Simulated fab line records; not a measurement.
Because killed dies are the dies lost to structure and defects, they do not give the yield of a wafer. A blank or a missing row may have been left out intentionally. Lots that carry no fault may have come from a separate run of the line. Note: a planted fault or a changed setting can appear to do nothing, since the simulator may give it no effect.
Which tool is to blame? ; flow n5-finfet ; 72 wafers from 24 lots sampled at 6 of the route's 1938 steps

## WHAT EACH GAUGE READ, for each wafer
N5_BEOL_M11_RS_MEAS_57: measures by four-point-probe. Usual: M11_RS 0.153 ohm/sq, standard deviation 0.0035.
lot;measured;on;M11_RS (ohm/sq);flag
L074;day 11 07:20;film-metro-01;0.156 0.151 0.158;
L076;day 11 17:52;film-metro-01;0.156 0.157 0.152;
L075;day 11 19:30;film-metro-02;0.159 0.152 0.154;
L077;day 11 19:42;film-metro-02;0.147 0.157 0.148;
L080;day 11 22:46;film-metro-01;0.154 0.152 0.149;
L078;day 12 00:16;film-metro-01;0.153 0.153 0.147;
L079;day 12 00:44;film-metro-01;0.152 0.159 0.159;
L081;day 13 03:19;film-metro-01;0.150 0.153 0.155;
L084;day 13 08:04;film-metro-02;0.152 0.152 0.151;
L082;day 13 12:11;film-metro-01;0.151 0.150 0.149;
L083;day 13 13:37;film-metro-01;0.158 0.149 0.150;
L086;day 14 16:29;film-metro-02;0.148 0.152 0.146;
L087;day 14 21:29;film-metro-02;0.159 0.155 0.152;
L088;day 14 21:33;film-metro-01;0.150 0.153 0.150;
L085;day 14 22:29;film-metro-02;0.148 0.149 0.155;
L090;day 15 00:01;film-metro-02;0.151 0.150 0.153;
L092;day 15 07:53;film-metro-02;0.152 0.151 0.154;
L089;day 15 07:49;film-metro-01;0.155 0.157 0.156;
L091;day 15 18:38;film-metro-01;0.154 0.160 0.156;
L094;day 16 07:10;film-metro-01;0.153 0.157 0.155;
L095;day 16 07:28;film-metro-02;0.153 0.147 0.153;
L093;day 16 10:40;film-metro-02;0.148 0.145 0.152;
L096;day 17 00:35;film-metro-02;0.155 0.155 0.151;
L097;day 17 17:41;film-metro-02;0.151 0.155 0.154;

N5_BEOL_M12_THK_MEAS_01. Usual: M12_ILD_THK 658 nm, standard deviation 8.1.
lot;measured;on;M12_ILD_THK (nm);flag
L074;day 11 07:32;film-metro-02;656 669 662;
L076;day 11 18:04;film-metro-02;650 662 667;
L075;day 11 19:41;film-metro-01;656 653 663;
L077;day 11 19:53;film-metro-02;663 655 667;
L080;day 11 22:58;film-metro-02;650 660 664;
L078;day 12 00:28;film-metro-01;646 653 673;
L079;day 12 00:56;film-metro-02;659 671 659;
L081;day 13 03:31;film-metro-01;645 646 668;
L084;day 13 08:16;film-metro-02;655 648 659;
L082;day 13 12:23;film-metro-01;648 659 662;
L083;day 13 13:49;film-metro-01;644 652 669;
L086;day 14 16:40;film-metro-01;675 687 682;
L087;day 14 21:44;film-metro-02;649 659 659;
L088;day 14 21:44;film-metro-01;652 650 661;
L085;day 14 22:41;film-metro-01;649 656 664;
L090;day 15 00:13;film-metro-01;666 661 651;
L092;day 15 08:08;film-metro-02;646 656 662;
L089;day 15 08:01;film-metro-01;645 646 661;
L091;day 15 18:49;film-metro-01;655 666 663;
L094;day 16 07:22;film-metro-01;656 665 664;
L095;day 16 07:39;film-metro-02;663 666 659;
L093;day 16 10:51;film-metro-01;649 654 662;
L096;day 17 00:46;film-metro-01;656 653 658;
L097;day 17 17:53;film-metro-01;637 656 656;

## EACH LOT AND THE TOOL THAT RAN IT (in order: tool; ch and the chambers of the sampled wafers; start)
lot;N5_BEOL_M10_DEGAS_44;N5_BEOL_M10_ALD_74;N5_BEOL_M11_CURE_71;N5_BEOL_M11_PRE_CLEAN_45
L074;pvd-sputter-01, day 10 19:46;ald-metal-03 ch 0,1,2, day 10 19:52;uv-cure-02 ch 1, day 10 22:02;pvd-sputter-03, day 11 04:05
L076;pvd-sputter-03, day 11 09:10;ald-metal-03 ch 0,3, day 11 09:16;uv-cure-03 ch 1, day 11 11:11;pvd-sputter-01, day 11 15:55
L075;pvd-sputter-03, day 11 10:01;ald-metal-01 ch 0,1, day 11 10:07;uv-cure-02 ch 1, day 11 12:00;pvd-sputter-03, day 11 16:13
L077;pvd-sputter-03, day 11 10:05;ald-metal-03 ch 0,1,2, day 11 10:11;uv-cure-01 ch 0, day 11 12:25;pvd-sputter-03, day 11 16:17
L080;pvd-sputter-03, day 11 13:31;ald-metal-01 ch 0,1, day 11 13:40;uv-cure-03 ch 2, day 11 15:52;pvd-sputter-03, day 11 19:16
L078;pvd-sputter-03, day 11 14:03;ald-metal-03 ch 1,2, day 11 14:22;uv-cure-03 ch 1, day 11 16:11;pvd-sputter-03, day 11 22:38
L079;pvd-sputter-01, day 11 14:49;ald-metal-01 ch 0,3, day 11 14:55;uv-cure-02 ch 0, day 11 16:44;pvd-sputter-02, day 11 22:43
L081;pvd-sputter-01, day 12 14:07;ald-metal-03 ch 1,3, day 12 14:16;uv-cure-01 ch 2, day 12 18:47;pvd-sputter-02, day 12 23:26
L084;pvd-sputter-01, day 12 21:13;ald-metal-04 ch 0,1,2, day 12 21:20;uv-cure-03 ch 2, day 13 00:34;pvd-sputter-03, day 13 03:44
L082;pvd-sputter-02, day 12 21:52;ald-metal-03 ch 0,3, day 12 21:58;uv-cure-01 ch 0, day 13 01:22;pvd-sputter-01, day 13 07:08
L083;pvd-sputter-03, day 12 21:59;ald-metal-01 ch 2,3, day 12 22:06;uv-cure-02 ch 2, day 13 01:38;pvd-sputter-01, day 13 08:21
L086;pvd-sputter-03, day 14 01:46;ald-metal-03 ch 0,2,3, day 14 02:08;uv-cure-02 ch 2, day 14 06:08;pvd-sputter-03, day 14 12:49
L087;pvd-sputter-03, day 14 05:04;ald-metal-03 ch 0,1,3, day 14 05:10;uv-cure-01 ch 0, day 14 10:20;pvd-sputter-03, day 14 16:16
L088;pvd-sputter-02, day 14 07:44;ald-metal-04 ch 0,1,3, day 14 07:50;uv-cure-01 ch 2, day 14 12:10;pvd-sputter-02, day 14 16:34
L085;pvd-sputter-02, day 14 08:13;ald-metal-04 ch 0,1,3, day 14 08:19;uv-cure-01 ch 2, day 14 13:11;pvd-sputter-03, day 14 18:44
L090;pvd-sputter-02, day 14 11:09;ald-metal-01 ch 0,1,2, day 14 11:17;uv-cure-02 ch 2, day 14 15:50;pvd-sputter-01, day 14 21:20
L092;pvd-sputter-01, day 14 19:00;ald-metal-01 ch 2,3, day 14 19:06;uv-cure-03 ch 0, day 14 23:40;pvd-sputter-01, day 15 05:59
L089;pvd-sputter-02, day 14 21:18;ald-metal-01 ch 1,2,3, day 14 21:24;uv-cure-02 ch 0, day 15 00:26;pvd-sputter-01, day 15 06:04
L091;pvd-sputter-01, day 15 05:12;ald-metal-04 ch 0,2,3, day 15 05:18;uv-cure-03 ch 1, day 15 07:19;pvd-sputter-02, day 15 16:38
L094;pvd-sputter-01, day 15 19:47;ald-metal-03 ch 0,3, day 15 19:53;uv-cure-03 ch 2, day 16 00:05;pvd-sputter-03, day 16 05:32
L095;pvd-sputter-01, day 15 19:52;ald-metal-01 ch 0,1, day 15 19:58;uv-cure-01 ch 1, day 15 23:53;pvd-sputter-03, day 16 05:43
L093;pvd-sputter-01, day 15 20:29;ald-metal-03 ch 0,1,2, day 15 20:49;uv-cure-03 ch 2, day 16 01:05;pvd-sputter-02, day 16 07:13
L096;pvd-sputter-01, day 16 12:44;ald-metal-03 ch 2,3, day 16 12:50;uv-cure-01 ch 1, day 16 15:03;pvd-sputter-03, day 16 19:56
L097;pvd-sputter-03, day 17 06:49;ald-metal-01 ch 1,2, day 17 06:55;uv-cure-01 ch 1, day 17 09:52;pvd-sputter-02, day 17 14:39
- N5_BEOL_M10_DEGAS_44: time 60 s.
- N5_BEOL_M10_ALD_74: deposits TaN, target thk 2 nm, pulse time 2 s, purge time 3 s.
- N5_BEOL_M11_CURE_71: cures SiCOH lowk, time 240 s.
- N5_BEOL_M11_PRE_CLEAN_45: time 30 s.

## AS READ BY THE TOOLS THEMSELVES (means over the sampled wafers that have a number; for cases with no such wafer, the mark the record gives instead)
N5_BEOL_M10_DEGAS_44. Usual: heater-power-w 329 W, standard deviation 24.
lot;tool;heater-power-w (W);flag
L074;pvd-sputter-01;323;
L076;pvd-sputter-03;304;
L075;pvd-sputter-03;333;
L077;pvd-sputter-03;328;
L080;pvd-sputter-03;329;
L078;pvd-sputter-03;333;
L079;pvd-sputter-01;340;
L081;pvd-sputter-01;322;
L084;pvd-sputter-01;320;
L082;pvd-sputter-02;342;
L083;pvd-sputter-03;318;
L086;pvd-sputter-03;306;
L087;pvd-sputter-03;334;
L088;pvd-sputter-02;365;
L085;pvd-sputter-02;357;
L090;pvd-sputter-02;346;
L092;pvd-sputter-01;339;
L089;pvd-sputter-02;351;
L091;pvd-sputter-01;319;
L094;pvd-sputter-01;314;
L095;pvd-sputter-01;314;
L093;pvd-sputter-01;323;
L096;pvd-sputter-01;329;
L097;pvd-sputter-03;310;

N5_BEOL_M10_ALD_74. Usual: heater-power-w 405 W, standard deviation 59; mfc-carrier-sccm 1499 sccm, standard deviation 4.2; precursor-vessel-carrier-sccm 1000.1 sccm, standard deviation 2.8.
lot;tool;heater-power-w (W);mfc-carrier-sccm (sccm);precursor-vessel-carrier-sccm (sccm);flag
L074;ald-metal-03;431;1500;1001.3;
L076;ald-metal-03;426;1497;999.4;
L075;ald-metal-01;401;1501;1003.5;
L077;ald-metal-03;427;1499;1000.1;
L080;ald-metal-01;388;1501;999.0;
L078;ald-metal-03;385;1500;998.7;
L079;ald-metal-01;438;1498;1004.9;
L081;ald-metal-03;374;1500;1001.7;
L084;ald-metal-04;412;1498;998.6;
L082;ald-metal-03;428;1501;996.4;
L083;ald-metal-01;424;1504;999.4;
L086;ald-metal-03;440;1497;997.8;
L087;ald-metal-03;416;1496;998.5;
L088;ald-metal-04;422;1497;997.5;
L085;ald-metal-04;424;1503;1000.1;
L090;ald-metal-01;356;1501;1000.4;
L092;ald-metal-01;420;1495;1000.3;
L089;ald-metal-01;400;1496;1000.3;
L091;ald-metal-04;428;1502;1001.6;
L094;ald-metal-03;437;1496;1001.6;
L095;ald-metal-01;398;1500;999.9;
L093;ald-metal-03;408;1500;1002.6;
L096;ald-metal-03;399;1503;1000.8;
L097;ald-metal-01;344;1498;1001.4;

N5_BEOL_M11_CURE_71. Usual: lamp-power-pct 52.31 %, standard deviation 0.051; wafer_temp_C_max 386.6, standard deviation 0.61.
lot;tool;lamp-power-pct (%);wafer_temp_C_max;flag
L074;uv-cure-02;52.33;386.8;
L076;uv-cure-03;52.26;386.5;
L075;uv-cure-02;52.34;386.7;
L077;uv-cure-01;52.28;387.0;
L080;uv-cure-03;52.32;387.1;
L078;uv-cure-03;52.32;386.7;
L079;uv-cure-02;52.27;386.9;
L081;uv-cure-01;52.26;385.9;
L084;uv-cure-03;52.33;386.7;
L082;uv-cure-01;52.38;386.9;
L083;uv-cure-02;52.32;385.7;
L086;uv-cure-02;52.30;386.3;
L087;uv-cure-01;52.35;386.4;
L088;uv-cure-01;52.33;386.1;
L085;uv-cure-01;52.33;385.7;
L090;uv-cure-02;52.25;385.9;
L092;uv-cure-03;52.33;387.3;
L089;uv-cure-02;52.27;386.7;
L091;uv-cure-03;52.33;386.7;
L094;uv-cure-03;52.29;386.5;
L095;uv-cure-01;52.29;387.3;
L093;uv-cure-03;52.29;386.7;
L096;uv-cure-01;52.26;387.7;
L097;uv-cure-01;52.35;388.0;

N5_BEOL_M11_PRE_CLEAN_45. Usual: heater-power-w 333 W, standard deviation 27.
lot;tool;heater-power-w (W);flag
L074;pvd-sputter-03;335;
L076;pvd-sputter-01;338;
L075;pvd-sputter-03;334;
L077;pvd-sputter-03;303;
L080;pvd-sputter-03;308;
L078;pvd-sputter-03;328;
L079;pvd-sputter-02;351;
L081;pvd-sputter-02;337;
L084;pvd-sputter-03;312;
L082;pvd-sputter-01;332;
L083;pvd-sputter-01;337;
L086;pvd-sputter-03;306;
L087;pvd-sputter-03;355;
L088;pvd-sputter-02;351;
L085;pvd-sputter-03;310;
L090;pvd-sputter-01;327;
L092;pvd-sputter-01;319;
L089;pvd-sputter-01;327;
L091;pvd-sputter-02;347;
L094;pvd-sputter-03;305;
L095;pvd-sputter-03;333;
L093;pvd-sputter-02;348;
L096;pvd-sputter-03;332;
L097;pvd-sputter-02;333;

## THE ANSWER, worked out from the rows above alone
Rule: a lot counts as off when the mean over its wafers that have a number is more than 3 standard deviations away from the usual mean. Also off: a lot with no number at a reading for which 4 or more lots have one. All remaining lots with rows at the step are treated as sound. The gauges are gone through in route order, then the tools' own readings, and for those a lot's mean is taken as printed above. At the first step where some lot is off, the reading lying furthest off is the one used; lots without a number count as furthest.
Across all readings shown, no lot is off: no conclusion can be drawn from this.

## WHAT WAS PUT IN BY THE SIMULATOR
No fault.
